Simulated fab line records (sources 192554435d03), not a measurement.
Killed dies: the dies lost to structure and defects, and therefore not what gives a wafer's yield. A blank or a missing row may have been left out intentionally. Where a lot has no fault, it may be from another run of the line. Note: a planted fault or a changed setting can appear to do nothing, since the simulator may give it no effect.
Split-lot study + flow n5-finfet + 39 wafers read from 7 lots, route of 1938 steps

ABOUT THE SPLIT
At N5_BEOL_M15_ILD_DEP_00 (deposits SiO2 from TEOS/O2, target thk 1629.3 nm, time 346.1 s), the setting target-thk-a was moved away from the recipe's 16293 angstrom on 18 of the 39 wafers read, by -51.6% to +59.1%. This setting was run at the recipe's value on the other wafers.

FROM THE SPLIT TO THE READING: what the file shows between them, 10 steps
- N5_BEOL_M15_THK_MEAS_01
- N5_BEOL_M15_COAT_58: time 60 s, resist thk 89 nm
- N5_BEOL_M15_COAT_04: resist thk 800 nm
- N5_BEOL_M15_DESCUM_15: chemistry O2, time 7.9 s
- N5_BEOL_M15_ETCH_59: etches BARC in N2/H2, target depth 89 nm, overetch 26.7 nm, time 67.9 s
- N5_BEOL_M15_VIA_ETCH_16: etches SiO2 in C4F8/O2/Ar, target depth 1792.2 nm
- N5_BEOL_M15_STRIP_63: strips in O2
- N5_BEOL_M15_STRIP_64: strips in O2
- N5_BEOL_M15_STRIP_65: strips in post etch residue remover, time 60 s
- N5_BEOL_M15_SRD_66: time 30 s, dry time 30 s

THE READING
At N5_BEOL_M15_CD_MEAS_17: cd-nm in nanometres, against a target cd of 360 nm. A value of 361.8 nm with a standard deviation of 2.3 nm is what fault-free wafers of this fab line usually give.

| wafer  | tool, chamber at the split | target-thk-a as run, angstrom | against the recipe | cd-nm, nm | against lot-mates on the recipe |
|--------|----------------------------|-------------------------------|--------------------|-----------|---------------------------------|
| L075.1 | pecvd-02, 2,1              | 16293                         | recipe             | 363.0     | -                               |
| L075.2 | pecvd-02, 2,1              | 16293                         | recipe             | 361.1     | -                               |
| L075.3 | pecvd-02, 0                | 7893                          | -51.6%             | 359.0     | -2.8                            |
| L075.4 | pecvd-02, 1                | 16293                         | recipe             | 361.3     | -                               |
| L075.5 | pecvd-02, 2                | 7893                          | -51.6%             | 351.2     | -10.6                           |
| L075.6 | pecvd-02, 0                | 7893                          | -51.6%             | 354.7     | -7.1                            |
| L080.1 | pecvd-03, 0                | 25660                         | +57.5%             | 375.4     | +11.4                           |
| L080.2 | pecvd-03, 1                | 16293                         | recipe             | 362.1     | -                               |
| L080.3 | pecvd-03, 2                | 16293                         | recipe             | 362.4     | -                               |
| L080.4 | pecvd-03, 2                | 16293                         | recipe             | 367.6     | -                               |
| L080.5 | pecvd-03, 1                | 25660                         | +57.5%             | 373.2     | +9.2                            |
| L080.6 | pecvd-03, 0                | 25660                         | +57.5%             | 371.2     | +7.2                            |
| L081.1 | pecvd-03, 1                | 24370                         | +49.6%             | 368.7     | +7.2                            |
| L081.2 | pecvd-03, 0                | 16293                         | recipe             | 359.5     | -                               |
| L081.3 | pecvd-03, 2                | 24370                         | +49.6%             | 372.4     | +10.9                           |
| L081.4 | pecvd-03, 0                | 16293                         | recipe             | 363.8     | -                               |
| L081.5 | pecvd-03, 1                | 16293                         | recipe             | 361.2     | -                               |
| L081.6 | pecvd-03, 2                | 24370                         | +49.6%             | 369.6     | +8.1                            |
| L082.1 | pecvd-02, 0                | 16293                         | recipe             | 365.6     | -                               |
| L082.2 | pecvd-02, 2                | 16293                         | recipe             | 364.4     | -                               |
| L082.3 | pecvd-02, 1                | 16293                         | recipe             | 361.9     | -                               |
| L082.4 | pecvd-02, 0                | 22630                         | +38.9%             | 370.4     | +6.4                            |
| L082.5 | pecvd-02, 2                | 22630                         | +38.9%             | 368.0     | +4.0                            |
| L082.6 | pecvd-02, 1                | 22630                         | +38.9%             | 368.5     | +4.5                            |
| L086.1 | pecvd-04, 0                | 16293                         | recipe             | 360.1     | -                               |
| L086.2 | pecvd-04, 2                | 16293                         | recipe             | 356.6     | -                               |
| L086.4 | pecvd-04, 2                | 16293                         | recipe             | 361.1     | -                               |
| L088.1 | pecvd-04, 0                | 16293                         | recipe             | 364.6     | -                               |
| L088.2 | pecvd-04, 2                | 21410                         | +31.4%             | 368.7     | +4.5                            |
| L088.3 | pecvd-04, 1                | 21410                         | +31.4%             | 365.7     | +1.5                            |
| L088.4 | pecvd-04, 1                | 16293                         | recipe             | 363.8     | -                               |
| L088.5 | pecvd-04, 2                | 21410                         | +31.4%             | 370.7     | +6.5                            |
| L088.6 | pecvd-04, 0                | 16293                         | recipe             | 364.2     | -                               |
| L095.1 | pecvd-03, 1                | 25930                         | +59.1%             | 367.0     | +6.8                            |
| L095.2 | pecvd-03, 2                | 16293                         | recipe             | 362.7     | -                               |
| L095.3 | pecvd-03, 0                | 16293                         | recipe             | 358.6     | -                               |
| L095.4 | pecvd-03, 1                | 16293                         | recipe             | 359.4     | -                               |
| L095.5 | pecvd-03, 0                | 25930                         | +59.1%             | 369.7     | +9.5                            |
| L095.6 | pecvd-03, 2                | 25930                         | +59.1%             | 370.8     | +10.6                           |
Rows listing several chambers each stand for several wafers; the file does not say which wafer went through which chamber.

FIT RESULTS
A straight line over all 39 wafers: cd-nm changes by +0.155 nm for each +1% of target-thk-a; r = +0.89; the points scatter about the line by 2.5 nm.
The same after taking each lot's own level away (the mean of its wafers on the recipe; 39 wafers): +0.149 nm for each +1%; r = +0.92; scatter 1.9 nm.
Per that fit: largest target-thk-a move, reading shift of 8.8 nm.
The span of the lots' own levels, 359.27 to 364.20 nm, comes to 2.1 times the standard deviation stated above.
The two slopes are in agreement: the lot-to-lot level therefore moves the slope only a little.
Check: +9.13 nm against its lot-mates is what the line predicts for one of the wafers moved furthest among these (+59.1%) when that wafer is left out of the fit. Against them it came out at +6.77 nm.

THE WHOLE CHAIN: every reading that the file lists as answering this split, in the file's order
| step                    | what it does                                                   | reading                                                                             | change (the file's fit)               | r (the file's) |
|-------------------------|----------------------------------------------------------------|-------------------------------------------------------------------------------------|---------------------------------------|----------------|
| N5_BEOL_M15_ILD_DEP_00  | deposits SiO2 from TEOS/O2, target thk 1629.3 nm, time 346.1 s | SiO2_of_BEOL_M15_ILD_DEP_00.thk-nm (the simulator's own value, which no gauge read) | +16.4 nm for each +1% of the setting  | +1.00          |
| N5_BEOL_M15_THK_MEAS_01 |                                                                | M15_ILD_THK                                                                         | +16.4 for each +1% of the setting     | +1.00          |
| N5_BEOL_M15_VIA_ETCH_16 | etches SiO2 in C4F8/O2/Ar, target depth 1792.2 nm              | etch.depth-nm (the simulator's own value, which no gauge read)                      | +16.4 nm for each +1% of the setting  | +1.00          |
| N5_BEOL_M15_VIA_ETCH_16 | etches SiO2 in C4F8/O2/Ar, target depth 1792.2 nm              | coat_of_BEOL_M15_COAT_04.thk-nm (the simulator's own value, which no gauge read)    | -3.94 nm for each +1% of the setting  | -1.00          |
| N5_BEOL_M15_CD_MEAS_17  | target cd 360 nm                                               | cd-nm                                                                               | +0.151 nm for each +1% of the setting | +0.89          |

THE FILE'S OWN FIT
cd-nm changes by +0.151 nm for each +1% of target-thk-a, r = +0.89.
